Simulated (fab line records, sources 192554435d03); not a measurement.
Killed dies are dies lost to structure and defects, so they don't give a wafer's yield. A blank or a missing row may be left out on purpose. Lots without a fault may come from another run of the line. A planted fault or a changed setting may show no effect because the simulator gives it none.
Split-lot experiment | flow n5_finfet | 7 lots, 21 wafers read, on a route of 1938 steps

THE SPLIT
At N5_BEOL_M7_HM_DEP_02 (deposits TiN, target thk 20 nm), the setting target_thk_a was moved away from the recipe's 200 angstrom on 4 of the 21 wafers read, by -8.4% to +7.3%. The other wafers ran this setting at the recipe's value.

The reading is taken at the split's own step.

THE READING
TiN_of_BEOL_M7_HM_DEP_02.thk_nm (the simulator's own value, which no gauge read), in nm, at N5_BEOL_M7_HM_DEP_02 (deposits TiN, target thk 20 nm). The file gives no usual value for it. The 17 wafers here that ran the recipe average 20.0 nm, standard deviation 0.19 nm.

wafer  | tool, chamber at the split | target_thk_a as run, angstrom | against the recipe | TiN_of_BEOL_M7_HM_DEP_02.thk_nm, nm | against lot-mates on the recipe
L075.1 | pvd_sputter-03, -          | 200                           | recipe             | 20                                  | -
L075.4 | pvd_sputter-03, -          | 200                           | recipe             | 20                                  | -
L075.2 | pvd_sputter-03, -          | 200                           | recipe             | 19.8                                | -
L079.3 | pvd_sputter-03, -          | 200                           | recipe             | 19.8                                | -
L079.4 | pvd_sputter-03, -          | 200                           | recipe             | 19.8                                | -
L079.5 | pvd_sputter-03, -          | 183.2                         | -8.4%              | 18                                  | -1.8
L086.2 | pvd_sputter-03, -          | 200                           | recipe             | 20                                  | -
L086.4 | pvd_sputter-03, -          | 200                           | recipe             | 19.8                                | -
L086.6 | pvd_sputter-03, -          | 200                           | recipe             | 19.8                                | -
L087.3 | pvd_sputter-02, -          | 200                           | recipe             | 19.8                                | -
L087.5 | pvd_sputter-02, -          | 200                           | recipe             | 19.8                                | -
L087.6 | pvd_sputter-02, -          | 186.1                         | -7.0%              | 18.6                                | -1.2
L091.2 | pvd_sputter-02, -          | 214.7                         | +7.3%              | 21.4                                | +1.4
L091.3 | pvd_sputter-02, -          | 214.7                         | +7.3%              | 21.2                                | +1.2
L091.4 | pvd_sputter-02, -          | 200                           | recipe             | 20                                  | -
L095.1 | pvd_sputter-02, -          | 200                           | recipe             | 20.2                                | -
L095.4 | pvd_sputter-02, -          | 200                           | recipe             | 20.2                                | -
L095.5 | pvd_sputter-02, -          | 200                           | recipe             | 20.2                                | -
L096.3 | pvd_sputter-02, -          | 200                           | recipe             | 20.2                                | -
L096.5 | pvd_sputter-02, -          | 200                           | recipe             | 20.2                                | -
L096.4 | pvd_sputter-02, -          | 200                           | recipe             | 20.4                                | -

THE FIT
A straight line over all 21 wafers: TiN_of_BEOL_M7_HM_DEP_02.thk_nm changes by +0.201 nm for each +1% of target_thk_a; r = +0.96; the points scatter about the line by 0.21 nm.
The same after taking each lot's own level away (the mean of its wafers on the recipe; 21 wafers): +0.188 nm for each +1%; r = +0.99; scatter 0.095 nm.
On that fit, the largest move of target_thk_a shifts the reading by 1.6 nm.
The lots' own levels span 19.80 to 20.27 nm, that is 2.4 times the standard deviation above.
So the lot-to-lot level changes the slope little: the two slopes agree.
Check: with one of the wafers moved furthest among these (-8.4%) left out of the fit, the line predicts -1.47 nm for it against its lot-mates. It came out at -1.8 nm against them.

OTHER SPLITS ON THESE WAFERS
These wafers also went through other splits before the reading. Each is held against what the fit with the lots' levels taken away leaves over:
other split on the same wafers    | wafers away from the commonest value | r with TiN_of_BEOL_M7_HM_DEP_02.thk_nm (lot level and that fit taken away)
N5_BEOL_M2_EXPOSE_25 dose_mj      | 13                                   | -0.05
N5_BEOL_M3_TRENCH_ETCH_37 time_s  | 9                                    | +0.01
N5_BEOL_M3_ETCH_41 target_depth_a | 8                                    | -0.19
N5_BEOL_M5_COAT_05 spin_rpm       | 5                                    | -0.16

THE FILE'S OWN FIT
TiN_of_BEOL_M7_HM_DEP_02.thk_nm changes by +0.191 nm for each +1% of target_thk_a, r = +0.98.
